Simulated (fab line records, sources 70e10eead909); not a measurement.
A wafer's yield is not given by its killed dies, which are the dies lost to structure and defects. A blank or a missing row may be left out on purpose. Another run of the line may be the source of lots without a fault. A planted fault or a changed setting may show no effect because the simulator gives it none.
fab line records	flow nandHarc	part 2 of 2: steps 5 to 6 of 6
[record] lots = 23	wafers = 69	lastDay = 34
route steps=1302 shown A_CHANNEL_FILL_D2@633 A_STAIRCASE@650
lots that met no fault: from a run of the same line without faults
startH: hours from the record's first day to the start of the lot's first wafer shown	waitH: time in hours since the lot's previous step	" as in the row above	L1.1+2: several wafers, shown together as one row	- either no value or no given start	* or withheld: withheld	< > ~ a bound
route shown NAME@n: a module of which the file shows steps, and the number in the route of the first	usual: mean/standard deviation taken from wafers without a fault	same: alike in all rows	chamber/n: place in a boat	sites: readings site by site	_std_site: the standard deviation of these	_edge_site: mean of outer sites minus mean of inner sites	radiusMm: for every site, how far away it sits from the centre of the wafer	mask NAME#n: copy n	behind: the tool/chamber that last shaped the wafer	hold: cause of the lot's hold/its duration in hours/its outcome	device: the n, p or np transistor that did not switch	end of line: tests of these same wafers at the route's end	where a step has no rows: the recipe by itself	killed: not the wafer's yield, but the dies lost to structure and defects at the first sort	map: a wafer's dies, marking killed ones x, the rest . and places with no die _
set.NAME: the setting the step ran with; set.NAME@STEP: the setting that earlier step ran with	model.NAME: the simulator's own value behind a step, which no gauge read
steps of the route over a sample of lots; a table a step, a row a wafer
services: a tool's chamber out of use, with start hour (startH, from the record's first day; less than 0 if before it), hours out, and reason
[[steps]]
[step NHARC_A_STAIRCASE_TRIM_187]
[recipe] timeS = 211.2	o2FlowSccm = 500	arFlowSccm = 0	biasW = 0	chemistry = O2
[usual] drypumpMotorCurrentA = 5.72/0.28	oesProductAu = 1.001/0.01	rfVppV = 57.7/0.83	showerheadPlenumPTorr = 3.49/0.14	throttleValvePct = 17.036/0.0088
lot.wafer	tool	chamber	startH	waitH	drypumpMotorCurrentA	oesProductAu	rfHoursCounterH	rfVppV	showerheadPlenumPTorr	throttleValvePct
L074.4	rieDiel-08	1	355.40	0.1	5.50	1.006	-	57.5	3.77	17.049
L074.5	"	2	"	"	5.88	1.009	-	57.4	3.37	17.029
L074.6	"	3	"	"	5.94	1.005	-	58.4	3.45	17.033
L076.2	rieDiel-01	2	367.69	0.1	6.13	0.996	53	57.7	3.38	17.053
L076.1	"	1	"	"	6.10	1.001	49	57.3	3.48	17.042
L076.5	"	3	"	"	5.72	0.991	-	58.4	3.41	17.051
L077.4	rieDiel-10	3	384.67	0.1	6.00	1.013	43	56.6	3.54	17.039
L077.1	"	1	"	"	5.59	0.998	34	57.1	3.28	17.027
L077.6	"	3	"	"	6.00	1.028	-	58.2	3.54	17.017
L078.1	rieDiel-10	0	390.17	0.1	5.83	0.995	38	57.1	3.49	17.019
L078.3	"	1	"	"	5.59	0.992	36	56.7	3.28	17.047
L078.6	"	0	"	"	5.85	0.982	-	57.4	3.49	17.038
L079.1	rieDiel-10	1	390.70	0.3	5.61	0.989	37	56.9	3.28	17.035
L079.3	"	2	"	"	5.18	1.009	40	57.8	3.55	17.034
L079.5	"	0	"	"	5.84	0.995	-	57.3	3.49	17.031
L080.2	rieDiel-08	3	410.51	0.2	5.94	0.990	11	58.3	3.45	17.032
L080.3	"	0	"	"	5.75	0.984	13	56.8	3.29	17.031
L080.6	"	3	"	"	5.94	1.000	-	57.9	3.45	17.033
L081.3	rieDiel-10	1	411.49	0.2	5.61	0.990	43	58.1	3.28	17.034
L081.1	"	2	"	"	5.23	0.999	47	57.1	3.54	17.044
L081.5	"	1	"	"	5.63	0.986	-	56.1	3.28	17.036
L083.2	rieDiel-10	2	437.93	0.1	5.21	1.004	1	58.3	3.54	17.043
L083.4	"	3	"	"	6.00	1.000	1	57.5	3.53	17.036
L083.1	"	0	"	"	5.83	0.993	1	57.6	3.48	17.038
L082.4	rieDiel-01	0	438.42	0.1	5.50	0.983	22	58.9	3.45	17.041
L082.2	"	3	"	"	5.64	1.009	17	57.7	3.40	17.030
L082.5	"	1	"	"	6.07	1.008	-	59.1	3.46	17.023
L085.3	rieDiel-10	2	459.72	0.1	5.20	0.994	10	57.8	3.53	17.024
L085.5	"	3	"	"	5.99	0.984	-	56.7	3.53	17.024
L085.6	"	0	"	"	5.84	0.992	-	57.1	3.48	17.045
L084.2	rieDiel-08	0	459.90	0.1	5.75	0.986	28	56.8	3.29	17.031
L084.5	"	1	"	"	5.48	1.010	-	57.3	3.75	17.052
L084.6	"	2	"	"	5.84	1.020	-	57.9	3.35	17.037
L086.2	rieDiel-08	1	482.19	0.1	5.48	1.020	36	57.9	3.75	17.031
L086.6	"	2	"	"	5.88	1.000	-	56.0	3.35	17.029
L086.5	"	3	"	"	5.92	1.004	-	57.9	3.43	17.037
L087.1	rieDiel-01	3	482.31	0.1	5.69	1.002	37	57.1	3.39	17.049
L087.6	"	3	"	"	5.70	1.002	-	56.8	3.39	17.044
L087.5	"	0	"	"	5.42	1.005	-	56.0	3.44	17.028
L088.3	rieDiel-08	2	505.97	0.1	5.85	1.011	39	58.6	3.34	17.033
L088.6	"	3	"	"	5.93	1.009	-	57.1	3.43	17.038
L088.5	"	0	"	"	5.76	0.991	-	57.8	3.28	17.037
L089.1	rieDiel-10	2	506.50	0.1	5.21	0.999	19	57.8	3.53	17.037
L089.3	"	1	"	"	5.59	0.994	21	58.5	3.80	17.020
L089.5	"	2	"	"	5.20	1.010	-	58.0	3.53	17.043
L091.3	rieDiel-01	2	516.88	0.1	6.08	1.008	41	58.2	3.36	17.055
L091.1	"	3	"	"	5.68	1.007	46	57.9	3.38	17.034
L091.5	"	1	"	"	6.09	1.005	-	58.0	3.45	17.038
L090.1	rieDiel-10	2	517.12	0.1	5.23	1.000	25	57.9	3.53	17.046
L090.2	"	1	"	"	5.63	1.004	26	58.7	3.79	17.050
L090.6	"	2	"	"	5.20	1.018	-	57.4	3.53	17.040
L092.3	rieDiel-10	3	537.68	0.1	6.01	1.004	32	59.0	3.51	17.026
L092.4	"	0	"	"	5.85	0.997	31	57.8	3.46	17.026
L092.2	"	1	"	"	5.60	1.014	33	58.9	3.79	17.050
L093.2	rieDiel-01	0	555.30	0.1	5.46	0.985	66	59.2	3.43	17.044
L093.5	"	0	"	"	5.46	0.988	-	57.1	3.42	17.031
L093.6	"	1	"	"	6.11	1.007	-	57.2	3.44	17.043
L095.1	rieDiel-10	3	556.29	0.1	6.00	0.997	40	57.1	3.51	17.042
L095.3	"	0	"	"	5.84	0.992	37	57.8	3.46	17.027
L095.6	"	2	"	"	5.22	1.010	-	56.6	3.52	17.039
L094.4	rieDiel-10	2	556.78	0.3	5.22	1.006	43	56.7	3.52	17.032
L094.2	"	3	"	"	6.01	1.001	40	57.3	3.51	17.047
L094.5	"	1	"	"	5.55	1.002	-	58.5	3.78	17.026
L096.2	rieDiel-10	1	570.56	0.1	5.58	1.003	44	56.6	3.78	17.036
L096.3	"	2	"	"	5.19	1.019	47	57.8	3.52	17.033
L096.1	"	3	"	"	6.01	0.993	45	56.0	3.51	17.041
L097.3	rieDiel-08	3	590.69	0.1	5.92	0.992	11	57.6	3.41	17.033
L097.2	"	0	"	"	5.73	0.990	12	59.2	3.80	17.046
L097.1	"	1	"	"	5.49	1.004	12	58.9	3.73	17.034
[step NHARC_A_STAIRCASE_ETCH_190]
[recipe] targetDepthA = 1000	timeS = 40.5	ionEnergyEv = 400	c4f8FlowSccm = 20	o2FlowSccm = 10	arFlowSccm = withheld	rfW = 600	biasW = 1000	chemistry = C4F8/O2
[usual] oesProductAu = 0.942/0.011	rfVppV = 895/5.6
lot.wafer	tool	chamber	startH	waitH	oesProductAu	rfHoursCounterH	rfVppV
L074.4	rieDiel-08	1	-	-	0.947	-	904
L074.5	"	2	"	"	0.942	-	889
L074.6	"	3	"	"	0.939	-	894
L076.1	rieDiel-01	0	-	-	0.932	54	893
L076.2	"	1	"	"	0.935	49	893
L076.5	"	0	"	"	0.934	-	893
L077.1	rieDiel-10	0	-	-	0.939	36	896
L077.4	"	1	"	"	0.946	34	886
L077.6	"	2	"	"	0.960	-	895
L078.1	rieDiel-10	1	-	-	0.929	37	888
L078.3	"	0	"	"	0.941	39	893
L078.6	"	1	"	"	0.925	-	887
L079.3	rieDiel-10	3	-	-	0.944	47	896
L079.1	"	1	"	"	0.927	38	887
L079.5	"	0	"	"	0.932	-	895
L080.2	rieDiel-08	1	-	-	0.940	15	904
L080.3	"	2	"	"	0.949	14	891
L080.6	"	1	"	"	0.940	-	906
L081.1	rieDiel-10	1	-	-	0.908	44	887
L081.3	"	2	"	"	0.933	48	896
L081.5	"	0	"	"	0.935	-	895
L083.2	rieDiel-10	1	-	-	0.946	1	906
L083.1	"	2	"	"	0.947	1	897
L083.4	"	0	"	"	0.938	1	893
L082.2	rieDiel-01	3	-	-	0.945	17	892
L082.4	"	1	"	"	0.946	23	894
L082.5	"	2	"	"	0.937	-	891
L085.3	rieDiel-10	2	-	-	0.945	10	896
L085.6	"	1	"	"	0.934	-	906
L085.5	"	2	"	"	0.948	-	896
L084.2	rieDiel-08	2	-	-	0.975	27	889
L084.5	"	0	"	"	0.941	-	886
L084.6	"	1	"	"	0.955	-	904
L086.2	rieDiel-08	1	-	-	0.960	37	905
L086.5	"	3	"	"	0.936	-	893
L086.6	"	0	"	"	0.936	-	887
L087.1	rieDiel-01	2	-	-	0.944	32	891
L087.5	"	0	"	"	0.943	-	893
L087.6	"	1	"	"	0.945	-	893
L088.3	rieDiel-08	2	-	-	0.947	39	890
L088.5	"	3	"	"	0.942	-	892
L088.6	"	0	"	"	0.925	-	886
L089.1	rieDiel-10	2	-	-	0.932	19	896
L089.3	"	3	"	"	0.935	17	896
L089.5	"	1	"	"	0.923	-	905
L091.3	rieDiel-01	2	-	-	0.942	41	892
L091.1	"	3	"	"	0.942	46	891
L091.5	"	1	"	"	0.948	-	893
L090.1	rieDiel-10	0	-	-	0.952	23	894
L090.2	"	2	"	"	0.947	25	895
L090.6	"	0	"	"	0.943	-	893
L092.2	rieDiel-10	3	-	-	0.938	32	897
L092.3	"	0	"	"	0.942	31	893
L092.4	"	2	"	"	0.951	34	896
L093.2	rieDiel-01	1	-	-	0.945	66	892
L093.6	"	2	"	"	0.943	-	888
L093.5	"	3	"	"	0.941	-	892
L095.3	rieDiel-10	1	-	-	0.931	41	905
L095.1	"	2	"	"	0.940	43	896
L095.6	"	2	"	"	0.951	-	896
L094.2	rieDiel-10	1	-	-	0.935	41	905
L094.4	"	2	"	"	0.960	43	896
L094.5	"	0	"	"	0.933	-	893
L096.1	rieDiel-10	0	-	-	0.947	42	893
L096.3	"	1	"	"	0.947	44	906
L096.2	"	2	"	"	0.951	47	895
L097.3	rieDiel-08	2	-	-	0.950	11	889
L097.1	"	3	"	"	0.939	12	892
L097.2	"	1	"	"	0.969	12	904
[[services]]
tool	chamber	startH	hours	kind
rieDiel-08	-	334.32	0.7	repair
rieDiel-08	0	349.19	9.5	repair
rieDiel-08	-	353.90	1.2	repair
cmp-04	-	362.18	3.9	repair
rieDiel-08	-	370.53	9.0	pm
rieDiel-01	-	382.61	9.0	pm
cmp-02	-	383.77	4.0	pm
cmp-02	-	391.07	1.0	repair
rieDiel-10	1	393.31	7.2	repair
rieDiel-08	3	395.82	5.9	repair
cmp-04	-	406.60	4.0	pm
cmp-02	-	412.07	0.7	repair
cmp-04	-	418.70	2.1	repair
rieDiel-10	-	424.43	9.0	pm
cmp-04	-	424.79	1.0	repair
cmp-04	-	440.81	4.5	repair
rieDiel-01	2	443.63	9.3	repair
cmp-02	-	481.77	4.0	pm
rieDiel-01	0	483.12	3.1	repair
rieDiel-08	-	549.95	9.0	pm
rieDiel-01	-	559.61	9.0	pm
rieDiel-08	3	561.34	3.8	repair
rieDiel-08	2	573.35	5.6	repair
cmp-02	-	579.77	4.0	pm
